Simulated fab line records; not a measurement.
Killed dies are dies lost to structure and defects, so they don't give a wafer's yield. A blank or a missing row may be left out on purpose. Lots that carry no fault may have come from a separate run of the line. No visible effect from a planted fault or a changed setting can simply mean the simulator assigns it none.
fab line records -- flow n5Finfet
record lots=6, wafers=18, lastDay=18
route steps=1938 shown BEOL_M2@902 BEOL_M4@1111 PASSIVATION@1936
lots untouched by any fault: they come from a run of this same line in which no faults occurred
startH: start of the lot's first displayed wafer, in hours after the record's first day -- waitH: hours since the lot's step before -- " the same as in the row above -- L1.1+2: a row that stands for several wafers -- - no value present, or no start provided -- * or withheld: withheld -- < > ~ a bound
route shown NAME@n: NAME is a module with steps in the file, n the number in the route of the first one -- usual: mean and standard deviation over wafers with no fault -- same: alike in all rows -- chamber/n: place in a boat -- sites: the reading at each site -- _std_site: the standard deviation of these -- _edge_site: the outer-site mean with the inner-site mean subtracted -- radiusMm: how far each site lies from the wafer's centre -- mask NAME#n: copy n -- behind: the most recent tool/chamber to have shaped the wafer -- hold: why the lot went on hold/how many hours it stayed there/how the hold came to an end -- device: the transistor (n, p or np) that didn't switch -- end of line: the same wafers' tests at the end of the route -- for a step that has no rows: nothing shown but its recipe -- killed: at the first sort, the dies lost to defects and structure; wafer yield is something else -- map: dies across one wafer; x = killed, . = not, _ = none there
set.NAME: setting as actually run; set.NAME@STEP: the setting as run at that earlier step -- model.NAME: the simulator's own value behind a step, which no gauge read
certain route steps with their lots: each step a table, each wafer a row
services: the hour from which a tool's chamber was out of use, counted from the record's first day as startH (under 0 if before that day), plus the number of hours and why
## steps
# step N5_BEOL_M2_SURFACE_TREAT_85
# recipe gas=Ar, timeS=*, ionEnergyEv=*, ionCurrentMaCm2=0.5, pressureMtorr=*, arFlowSccm=30
# step N5_BEOL_M2_CVD_47
# recipe material=Co, targetThkA=30, tempC=withheld, precursor=CCTBA/H2, pressureTorr=30, timeS=223.8
# step N5_BEOL_M2_SPUTTER_48
# recipe material=Cu, targetThkA=45, tempC=-20, chamberPressurePa=0.07, powerW=withheld, timeS=8.29
# usual chamberPressurePa=0.07001/0.00014, chuckGasFlowSccm=1.26/0.059, throttleValvePct=29.9/0.99
lot.wafer,tool,chamber,startH,waitH,chamberPressurePa,chuckGasFlowSccm,throttleValvePct
L535.1,pvdSputter-01,-,141.77,0.9,0.06995,1.22,31.7
L535.4,pvdSputter-01,-,141.77,0.9,0.07003,1.32,30.2
L535.6,pvdSputter-01,-,141.77,0.9,0.07009,1.26,30.9
L547.2,pvdSputter-02,-,217.66,0.1,0.07019,1.26,29.3
L547.3,pvdSputter-02,-,217.66,0.1,0.06993,1.32,29.4
L547.4,pvdSputter-02,-,217.66,0.1,0.06994,1.16,29.6
L548.1,pvdSputter-02,-,229.67,0.1,0.07014,1.23,29.4
L548.4,pvdSputter-02,-,229.67,0.1,0.06995,1.29,28.5
L548.6,pvdSputter-02,-,229.67,0.1,0.07016,1.20,29.1
L550.3,pvdSputter-03,-,236.74,1.6,0.07007,1.31,30.1
L550.4,pvdSputter-03,-,236.74,1.6,0.07018,1.23,29.3
L550.6,pvdSputter-03,-,236.74,1.6,0.07,1.19,29.3
L555.1,pvdSputter-02,-,271.81,1.6,0.06984,1.18,28.9
L555.3,pvdSputter-02,-,271.81,1.6,0.07,1.29,29.4
L555.6,pvdSputter-02,-,271.81,1.6,0.07006,1.27,28.8
L558.2,pvdSputter-01,-,298.92,0.1,0.07026,1.34,31.6
L558.3,pvdSputter-01,-,298.92,0.1,0.06991,1.22,30.0
L558.4,pvdSputter-01,-,298.92,0.1,0.07011,1.32,30.7
# step N5_BEOL_M2_ANNEAL_49
# recipe tempC=400, timeS=240, ambient=vacuum
# step N5_BEOL_M2_SPUTTER_79
# recipe material=Cu, targetThkA=45, tempC=-20, chamberPressurePa=0.07, powerW=withheld, timeS=8.29
# step N5_BEOL_M2_ANNEAL_80
# recipe tempC=400, timeS=240, ambient=vacuum
# usual heaterPowerW=820/100
lot.wafer,tool,chamber,startH,waitH,heaterPowerW
L535.1,pvdSputter-01,-,142.07,0.0,867
L535.4,pvdSputter-01,-,142.07,0.0,701
L535.6,pvdSputter-01,-,142.07,0.0,895
L547.2,pvdSputter-02,-,217.96,0.0,1058
L547.3,pvdSputter-02,-,217.96,0.0,873
L547.4,pvdSputter-02,-,217.96,0.0,748
L548.1,pvdSputter-02,-,229.97,0.0,903
L548.4,pvdSputter-02,-,229.97,0.0,836
L548.6,pvdSputter-02,-,229.97,0.0,886
L550.3,pvdSputter-03,-,237.04,0.0,805
L550.4,pvdSputter-03,-,237.04,0.0,755
L550.6,pvdSputter-03,-,237.04,0.0,712
L555.1,pvdSputter-02,-,272.11,0.0,1025
L555.3,pvdSputter-02,-,272.11,0.0,872
L555.6,pvdSputter-02,-,272.11,0.0,826
L558.2,pvdSputter-01,-,299.22,0.0,866
L558.3,pvdSputter-01,-,299.22,0.0,708
L558.4,pvdSputter-01,-,299.22,0.0,871
# step N5_BEOL_M2_SPUTTER_81
# recipe material=Cu, targetThkA=45, tempC=-20, chamberPressurePa=0.07, powerW=withheld, timeS=8.29
# usual chamberPressurePa=0.06997/0.00013, chuckGasFlowSccm=1.26/0.048, throttleValvePct=29.9/0.98
lot.wafer,tool,chamber,startH,waitH,chamberPressurePa,chuckGasFlowSccm,throttleValvePct
L535.1,pvdSputter-01,-,142.21,0.1,0.07001,1.23,31.8
L535.4,pvdSputter-01,-,142.21,0.1,0.06987,1.30,30.1
L535.6,pvdSputter-01,-,142.21,0.1,0.07006,1.35,31.0
L547.2,pvdSputter-02,-,218.10,0.1,0.06999,1.25,29.1
L547.3,pvdSputter-02,-,218.10,0.1,0.07017,1.34,29.4
L547.4,pvdSputter-02,-,218.10,0.1,0.06997,1.26,29.2
L548.1,pvdSputter-02,-,230.11,0.1,0.06991,1.33,29.4
L548.4,pvdSputter-02,-,230.11,0.1,0.06992,1.18,28.9
L548.6,pvdSputter-02,-,230.11,0.1,0.06989,1.20,29.4
L550.3,pvdSputter-03,-,237.18,0.1,0.06984,1.32,30.1
L550.4,pvdSputter-03,-,237.18,0.1,0.07013,1.27,29.2
L550.6,pvdSputter-03,-,237.18,0.1,0.06988,1.17,29.3
L555.1,pvdSputter-02,-,272.25,0.1,0.07008,1.24,29.2
L555.3,pvdSputter-02,-,272.25,0.1,0.07009,1.30,29.2
L555.6,pvdSputter-02,-,272.25,0.1,0.07005,1.28,28.7
L558.2,pvdSputter-01,-,299.36,0.1,0.07007,1.22,31.9
L558.3,pvdSputter-01,-,299.36,0.1,0.0699,1.25,30.1
L558.4,pvdSputter-01,-,299.36,0.1,0.07006,1.36,30.9
# step N5_BEOL_M2_ANNEAL_82
# recipe tempC=400, timeS=240, ambient=vacuum
# step N5_BEOL_M2_SPUTTER_86
# recipe material=Cu, targetThkA=45, tempC=-20, chamberPressurePa=0.07, powerW=withheld, timeS=8.29
# step N5_BEOL_M2_ANNEAL_87
# recipe tempC=400, timeS=240, ambient=vacuum
# step N5_BEOL_M2_SPUTTER_88
# recipe material=Cu, targetThkA=45, tempC=-20, chamberPressurePa=0.07, powerW=withheld, timeS=8.29
# usual chamberPressurePa=0.07/0.00015, chuckGasFlowSccm=1.26/0.05, throttleValvePct=29.9/0.99
lot.wafer,tool,chamber,startH,waitH,chamberPressurePa,chuckGasFlowSccm,throttleValvePct
L535.1,pvdSputter-01,-,142.65,0.1,0.07007,1.31,31.8
L535.4,pvdSputter-01,-,142.65,0.1,0.06979,1.29,30.1
L535.6,pvdSputter-01,-,142.65,0.1,0.07011,1.30,30.7
L547.2,pvdSputter-02,-,218.54,0.1,0.07005,1.26,29.3
L547.3,pvdSputter-02,-,218.54,0.1,0.07021,1.33,29.5
L547.4,pvdSputter-02,-,218.54,0.1,0.07012,1.27,29.5
L548.1,pvdSputter-02,-,230.55,0.1,0.06996,1.21,29.3
L548.4,pvdSputter-02,-,230.55,0.1,0.06968,1.25,28.6
L548.6,pvdSputter-02,-,230.55,0.1,0.06991,1.23,29.3
L550.3,pvdSputter-03,-,237.62,0.1,0.07,1.23,30.4
L550.4,pvdSputter-03,-,237.62,0.1,0.0701,1.29,29.0
L550.6,pvdSputter-03,-,237.62,0.1,0.07004,1.25,29.1
L555.1,pvdSputter-02,-,272.69,0.1,0.06999,1.30,29.1
L555.3,pvdSputter-02,-,272.69,0.1,0.0701,1.32,29.1
L555.6,pvdSputter-02,-,272.69,0.1,0.0701,1.30,28.7
L558.2,pvdSputter-01,-,299.80,0.1,0.07013,1.30,31.9
L558.3,pvdSputter-01,-,299.80,0.1,0.07008,1.19,29.9
L558.4,pvdSputter-01,-,299.80,0.1,0.06996,1.39,31.2
# step N5_BEOL_M2_ANNEAL_89
# recipe tempC=400, timeS=240, ambient=vacuum
# usual heaterPowerW=823/100
lot.wafer,tool,chamber,startH,waitH,heaterPowerW
L535.1,pvdSputter-01,-,142.73,0.0,871
L535.4,pvdSputter-01,-,142.73,0.0,713
L535.6,pvdSputter-01,-,142.73,0.0,895
L547.2,pvdSputter-02,-,218.62,0.0,1051
L547.3,pvdSputter-02,-,218.62,0.0,876
L547.4,pvdSputter-02,-,218.62,0.0,775
L548.1,pvdSputter-02,-,230.63,0.0,865
L548.4,pvdSputter-02,-,230.63,0.0,840
L548.6,pvdSputter-02,-,230.63,0.0,887
L550.3,pvdSputter-03,-,237.70,0.0,795
L550.4,pvdSputter-03,-,237.70,0.0,748
L550.6,pvdSputter-03,-,237.70,0.0,715
L555.1,pvdSputter-02,-,272.77,0.0,1059
L555.3,pvdSputter-02,-,272.77,0.0,877
L555.6,pvdSputter-02,-,272.77,0.0,819
L558.2,pvdSputter-01,-,299.88,0.0,870
L558.3,pvdSputter-01,-,299.88,0.0,714
L558.4,pvdSputter-01,-,299.88,0.0,918
# step N5_BEOL_M2_SPUTTER_90
# recipe material=Cu, targetThkA=45, tempC=-20, chamberPressurePa=0.07, powerW=withheld, timeS=8.29
# usual chamberPressurePa=0.07001/0.00015, chuckGasFlowSccm=1.27/0.059, throttleValvePct=29.9/0.99
lot.wafer,tool,chamber,startH,waitH,chamberPressurePa,chuckGasFlowSccm,throttleValvePct
L535.1,pvdSputter-01,-,142.87,0.1,0.06997,1.34,31.4
L535.4,pvdSputter-01,-,142.87,0.1,0.07005,1.27,29.8
L535.6,pvdSputter-01,-,142.87,0.1,0.06992,1.33,30.8
L547.2,pvdSputter-02,-,218.76,0.1,0.07018,1.29,29.0
L547.3,pvdSputter-02,-,218.76,0.1,0.07007,1.25,29.2
L547.4,pvdSputter-02,-,218.76,0.1,0.07026,1.29,29.5
L548.1,pvdSputter-02,-,230.77,0.1,-,-,-
L548.4,pvdSputter-02,-,230.77,0.1,-,-,-
L548.6,pvdSputter-02,-,230.77,0.1,-,-,-
L550.3,pvdSputter-03,-,237.84,0.1,-,-,-
L550.4,pvdSputter-03,-,237.84,0.1,-,-,-
L550.6,pvdSputter-03,-,237.84,0.1,-,-,-
L555.1,pvdSputter-02,-,272.91,0.1,0.06969,1.33,29.2
L555.3,pvdSputter-02,-,272.91,0.1,0.06995,1.27,29.3
L555.6,pvdSputter-02,-,272.91,0.1,0.0702,1.25,28.6
L558.2,pvdSputter-01,-,300.02,0.1,0.07006,1.31,31.6
L558.3,pvdSputter-01,-,300.02,0.1,0.06991,1.33,30.0
L558.4,pvdSputter-01,-,300.02,0.1,0.07005,1.30,30.8
# step N5_BEOL_M2_ANNEAL_91
# recipe tempC=400, timeS=240, ambient=vacuum
# step N5_BEOL_M4_RC_MEAS_101
# usual DIBL_N=36.2/1.6, DIBL_P=36.1/2, IOFF_N=0.16/0.032, IOFF_P=0.22/0.036, ION_N=672/11, ION_P=463/7.5, SS_N=71.4/0.58, SS_P=73.2/0.67, VT_N=250/3.3, VT_P=-250/3.3
lot.wafer,tool,chamber,startH,waitH,DIBL_N[mV/V],DIBL_P[mV/V],IOFF_N[nA/um],IOFF_P[nA/um],ION_N[uA/um],ION_P[uA/um],SS_N[mV/dec],SS_P[mV/dec],VT_N[mV],VT_P[mV]
L535.1,prober-02,0,172.82,0.0,37.3,39.4,0.17,0.19,680,459,71.3,73.7,249,-252
L535.4,prober-02,0,172.82,0.0,37.8,39.4,0.17,0.19,680,452,71.4,73.7,251,-253
L535.6,prober-02,0,172.82,0.0,36.9,37.5,0.14,0.17,659,448,71.0,73.1,254,-257
L547.2,prober-02,0,247.13,0.2,34.8,35.3,0.16,0.23,689,477,70.9,72.6,246,-245
L547.3,prober-02,0,247.13,0.2,37.3,37.4,0.20,0.27,690,472,71.5,74.3,248,-245
L547.4,prober-02,0,247.13,0.2,38.0,37.1,0.20,0.25,686,471,71.9,73.0,246,-246
L548.1,prober-02,0,253.54,0.0,35.8,37.1,0.16,0.21,677,466,71.4,73.5,250,-248
L548.4,prober-02,0,253.54,0.0,36.6,38.8,0.20,0.25,684,470,71.9,74.4,244,-250
L548.6,prober-02,0,253.54,0.0,35.6,36.5,0.16,0.21,676,459,71.0,73.3,249,-250
L550.3,prober-02,0,270.54,0.3,38.1,39.2,0.21,0.26,676,460,71.8,74.0,244,-247
L550.4,prober-02,0,270.54,0.3,38.1,38.5,0.19,0.26,684,460,72.0,73.7,248,-246
L550.6,prober-02,0,270.54,0.3,38.0,38.3,0.22,0.26,690,469,71.6,74.0,242,-244
L555.1,prober-02,0,305.07,0.0,39.0,37.3,0.18,0.24,677,469,70.9,73.5,249,-248
L555.3,prober-02,0,305.07,0.0,35.9,33.6,0.13,0.19,650,451,70.3,72.7,251,-251
L555.6,prober-02,0,305.07,0.0,38.1,35.7,0.16,0.22,671,464,70.6,72.6,248,-248
L558.2,prober-02,0,340.00,0.2,36.9,38.3,0.17,0.23,675,469,71.6,73.0,249,-251
L558.3,prober-02,0,340.00,0.2,34.1,34.9,0.12,0.19,668,464,71.0,72.4,254,-252
L558.4,prober-02,0,340.00,0.2,34.5,35.5,0.14,0.19,671,463,71.1,72.4,250,-250
# step N5_PASSIVATION_PROBE_49
# usual defectLimitedYield=91.4/1.3, killed_at_M0_to_M3=34/10, killed_at_M4_up=14/5.6, killedAtContacts=13/5.9, killedAtFrontEnd=37/9.9, killedAtOther=3.5/2.8, killedDies=101/15, killedOpen=67/12, killedShort=32/6.6, sort_bin_5_function=5.0/0.81, sort_bin_6_memory=3.2/0.66, sortNPass=1079/15, sortYieldPct=91.4/1.3
# same grossDies=1180, killedAtBackSide=0, sort_bin_4_leakage[%]=0, sort_bin_8_speed[%]=0
lot.wafer,tool,chamber,startH,waitH,defectLimitedYield[%],killed_at_M0_to_M3,killed_at_M4_up,killedAtContacts,killedAtFrontEnd,killedAtOther,killedDies,killedOpen,killedShort,sort_bin_5_function[%],sort_bin_6_memory[%],sortNPass,sortYieldPct[%]
L548.1,prober-02,-,359.18,0.0,91.4,33,10,15,39,4,101,61,35,4.9,3.4,1079,91.4
L548.4,prober-02,-,359.33,0.2,91.7,37,6,16,38,1,98,64,25,4.7,3.3,1082,91.7
L548.6,prober-02,-,359.43,0.3,92.2,34,8,16,32,2,92,57,31,4.7,2.9,1088,92.2
L550.3,prober-01,-,372.03,0.1,90.1,47,14,16,34,6,117,65,44,5.3,4.2,1063,90.1
L550.4,prober-01,-,372.08,0.2,91.4,26,9,15,52,0,102,69,29,5.1,3.4,1078,91.4
L550.6,prober-01,-,372.18,0.3,91.8,42,4,6,44,1,97,58,37,5.3,2.6,1083,91.8
# killed by level:class
L548.1 STI_FIN_REVEAL:geometricParticle:open=20 STI_FIN_REVEAL:geometricParticle:short=9 MOL_CONTACT_COAG:geometricParticle:open=8 MOL_CONTACT_COAG:geometricParticle:short=7 BEOL_M2:geometricParticle:open=6 BEOL_M0_SAQP:geometricParticle:open=5 BEOL_M3:geometricParticle:open=5 BEOL_M3:geometricParticle:short=5
L548.4 MOL_CONTACT_COAG:geometricParticle:open=15 FIN_SAQP:geometricParticle:open=11 BEOL_M0_SAQP:geometricParticle:open=9 BEOL_M0_SAQP:geometricParticle:short=8 BEOL_M2:interfaceVoidOpened=8 STI_FIN_REVEAL:geometricParticle:open=7 BEOL_M1:geometricParticle:open=5 BEOL_M2:geometricParticle:open=5
L548.6 MOL_CONTACT_COAG:geometricParticle:open=14 STI_FIN_REVEAL:geometricParticle:open=7 BEOL_M0_SAQP:geometricParticle:open=7 BEOL_M3:geometricParticle:open=7 FIN_SAQP:geometricParticle:short=6 BEOL_M0_SAQP:geometricParticle:short=4 BEOL_M2:geometricParticle:open=4 BEOL_M2:interfaceVoidOpened=4
L550.3 MOL_CONTACT_COAG:geometricParticle:open=14 BEOL_M0_SAQP:geometricParticle:short=11 BEOL_M0_SAQP:geometricParticle:open=8 BEOL_M3:geometricParticle:open=8 STI_FIN_REVEAL:geometricParticle:open=7 ILD0:geometricParticle:short=7 BEOL_M2:interfaceVoidOpened=6 FIN_SAQP:geometricParticle:short=5
L550.4 STI_FIN_REVEAL:geometricParticle:open=13 MOL_CONTACT_COAG:geometricParticle:open=12 FIN_SAQP:geometricParticle:open=11 GATE_CUT:geometricParticle:open=6 BEOL_M1:geometricParticle:open=5 DUMMY_GATE:geometricParticle:open=4 ILD0:geometricParticle:short=4 BEOL_M2:interfaceVoidOpened=4
L550.6 BEOL_M0_SAQP:geometricParticle:short=12 STI_FIN_REVEAL:geometricParticle:open=12 FIN_SAQP:geometricParticle:short=8 BEOL_M3:geometricParticle:open=7 BEOL_M0_SAQP:geometricParticle:open=7 FIN_SAQP:geometricParticle:open=4 GATE_CUT:geometricParticle:short=4 MOL_CONTACT_COAG:geometricParticle:open=4
## services
tool,chamber,startH,hours,kind
pvdSputter-02,-,157.68,14.3,repair
pvdSputter-02,-,207.32,1.6,repair
## key
firstSign step=N5_BEOL_M2_SPUTTER_90, reading=toolRecord, direction=missing
effect none on later readings
metAt N5_BEOL_M2_SPUTTER_90
struckWafers L548.1,L548.4,L548.6,L550.3,L550.4,L550.6
onsetBetween 218.76 230.77
fault kind=skippedStepWhole, tool=pvdSputter-02,pvdSputter-03, chamber=-, onsetH=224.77, steps=N5_BEOL_M2_SPUTTER_90, scope=struckLotsOnly
